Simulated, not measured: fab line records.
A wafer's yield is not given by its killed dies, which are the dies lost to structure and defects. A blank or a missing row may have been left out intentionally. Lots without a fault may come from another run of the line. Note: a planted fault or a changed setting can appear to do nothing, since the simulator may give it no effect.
Split-lot experiment || flow n5Finfet || 21 wafers read from 7 lots, route of 1938 steps

## THE SPLIT
At N5_BEOL_M3_COAT_68 (time 60 s, resist thk 12 nm), the setting spinRpm was moved away from the recipe's 1500 rpm on 5 of the 21 wafers read, by -10.1% to +10.7%. The other wafers ran this setting at the recipe's value.

## FROM THE SPLIT TO THE READING: what the file shows between them, 4 steps
- N5_BEOL_M3_COAT_76: time 60 s, resist thk 5 nm
- N5_BEOL_M3_COAT_22: resist thk 30 nm
- N5_BEOL_M3_DESCUM_33: chemistry O2, time 7 s
- N5_BEOL_M3_ETCH_77: etches underlayer in N2/H2, target depth 6.5 nm, time 5.2 s

## THE READING
etch.depthNm (the simulator's own value, which no gauge read), in nm, at N5_BEOL_M3_ETCH_69 (etches SiARC in CF4, target depth 15.6 nm, time 26 s). There is no usual value for it anywhere in the file. Here, 16 wafers ran the recipe; their average is 11.97 nm with a standard deviation of 0.019 nm.

{"wafer": "L077.3", "tool, chamber at the split": "lithoTrack-01, 0", "spinRpm as run, rpm": 1348, "against the recipe": "-10.1%", "etch.depthNm, nm": 12.61, "against lot-mates on the recipe": "+0.65"}
{"wafer": "L077.5", "tool, chamber at the split": "lithoTrack-01, 0", "spinRpm as run, rpm": 1500, "against the recipe": "recipe", "etch.depthNm, nm": 11.96, "against lot-mates on the recipe": "-"}
{"wafer": "L077.6", "tool, chamber at the split": "lithoTrack-01, 0", "spinRpm as run, rpm": 1500, "against the recipe": "recipe", "etch.depthNm, nm": 11.96, "against lot-mates on the recipe": "-"}
{"wafer": "L078.1", "tool, chamber at the split": "lithoTrack-05, 0", "spinRpm as run, rpm": 1616, "against the recipe": "+7.7%", "etch.depthNm, nm": 11.57, "against lot-mates on the recipe": -0.42}
{"wafer": "L078.2", "tool, chamber at the split": "lithoTrack-05, 0", "spinRpm as run, rpm": 1500, "against the recipe": "recipe", "etch.depthNm, nm": 12.02, "against lot-mates on the recipe": "-"}
{"wafer": "L078.4", "tool, chamber at the split": "lithoTrack-05, 0", "spinRpm as run, rpm": 1500, "against the recipe": "recipe", "etch.depthNm, nm": 11.96, "against lot-mates on the recipe": "-"}
{"wafer": "L079.1", "tool, chamber at the split": "lithoTrack-03, 0", "spinRpm as run, rpm": 1500, "against the recipe": "recipe", "etch.depthNm, nm": 11.96, "against lot-mates on the recipe": "-"}
{"wafer": "L079.2", "tool, chamber at the split": "lithoTrack-03, 0", "spinRpm as run, rpm": 1587, "against the recipe": "+5.8%", "etch.depthNm, nm": 11.62, "against lot-mates on the recipe": -0.35}
{"wafer": "L079.6", "tool, chamber at the split": "lithoTrack-03, 0", "spinRpm as run, rpm": 1500, "against the recipe": "recipe", "etch.depthNm, nm": 11.98, "against lot-mates on the recipe": "-"}
{"wafer": "L082.4", "tool, chamber at the split": "lithoTrack-01, 0", "spinRpm as run, rpm": 1500, "against the recipe": "recipe", "etch.depthNm, nm": 11.96, "against lot-mates on the recipe": "-"}
{"wafer": "L082.5", "tool, chamber at the split": "lithoTrack-01, 0", "spinRpm as run, rpm": 1500, "against the recipe": "recipe", "etch.depthNm, nm": 11.98, "against lot-mates on the recipe": "-"}
{"wafer": "L082.6", "tool, chamber at the split": "lithoTrack-01, 0", "spinRpm as run, rpm": 1661, "against the recipe": "+10.7%", "etch.depthNm, nm": 11.35, "against lot-mates on the recipe": -0.62}
{"wafer": "L085.2", "tool, chamber at the split": "lithoTrack-01, 0", "spinRpm as run, rpm": 1500, "against the recipe": "recipe", "etch.depthNm, nm": 11.97, "against lot-mates on the recipe": "-"}
{"wafer": "L085.3", "tool, chamber at the split": "lithoTrack-01, 0", "spinRpm as run, rpm": 1500, "against the recipe": "recipe", "etch.depthNm, nm": 11.98, "against lot-mates on the recipe": "-"}
{"wafer": "L085.6", "tool, chamber at the split": "lithoTrack-01, 0", "spinRpm as run, rpm": 1500, "against the recipe": "recipe", "etch.depthNm, nm": 11.98, "against lot-mates on the recipe": "-"}
{"wafer": "L088.3", "tool, chamber at the split": "lithoTrack-01, 0", "spinRpm as run, rpm": 1500, "against the recipe": "recipe", "etch.depthNm, nm": 12.01, "against lot-mates on the recipe": "-"}
{"wafer": "L088.4", "tool, chamber at the split": "lithoTrack-01, 0", "spinRpm as run, rpm": 1617, "against the recipe": "+7.8%", "etch.depthNm, nm": 11.55, "against lot-mates on the recipe": -0.42}
{"wafer": "L088.5", "tool, chamber at the split": "lithoTrack-01, 0", "spinRpm as run, rpm": 1500, "against the recipe": "recipe", "etch.depthNm, nm": 11.94, "against lot-mates on the recipe": "-"}
{"wafer": "L090.4", "tool, chamber at the split": "lithoTrack-01, 0", "spinRpm as run, rpm": 1500, "against the recipe": "recipe", "etch.depthNm, nm": 11.97, "against lot-mates on the recipe": "-"}
{"wafer": "L090.5", "tool, chamber at the split": "lithoTrack-01, 0", "spinRpm as run, rpm": 1500, "against the recipe": "recipe", "etch.depthNm, nm": 11.97, "against lot-mates on the recipe": "-"}
{"wafer": "L090.6", "tool, chamber at the split": "lithoTrack-01, 0", "spinRpm as run, rpm": 1500, "against the recipe": "recipe", "etch.depthNm, nm": 11.98, "against lot-mates on the recipe": "-"}

FIT RESULTS
A straight line over all 21 wafers: etch.depthNm changes by -0.0584 nm for each +1% of spinRpm; r = -1.00; the points scatter about the line by 0.024 nm.
The same after taking each lot's own level away (the mean of its wafers on the recipe; 21 wafers): -0.059 nm for each +1%; r = -1.00; scatter 0.022 nm.
On that fit, the largest move of spinRpm shifts the reading by 0.63 nm.
Across the lots, their own levels run from 11.960 to 11.990 nm, a range of 1.6 times the standard deviation given above.
So the lot-to-lot level changes the slope little: the two slopes agree.
Check: with one of the wafers moved furthest among these (+10.7%) left out of the fit, the line predicts -0.631 nm for it against its lot-mates. It came out at -0.62 nm against them.

## THE WHOLE CHAIN: every reading that the file lists as answering this split, in the file's order
{"step": "N5_BEOL_M3_COAT_68", "what it does": "time 60 s, resist thk 12 nm", "reading": "SiARC_of_BEOL_M3_COAT_68.thkNm (the simulator's own value, which no gauge read)", "change (the file's fit)": "-0.0566 nm for each +1% of the setting", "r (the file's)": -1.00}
{"step": "N5_BEOL_M3_ETCH_69", "what it does": "etches SiARC in CF4, target depth 15.6 nm, time 26 s", "reading": "etch.depthNm (the simulator's own value, which no gauge read)", "change (the file's fit)": "-0.0584 nm for each +1% of the setting", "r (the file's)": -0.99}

## THE FILE'S OWN FIT
etch.depthNm changes by -0.0584 nm for each +1% of spinRpm, r = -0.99.
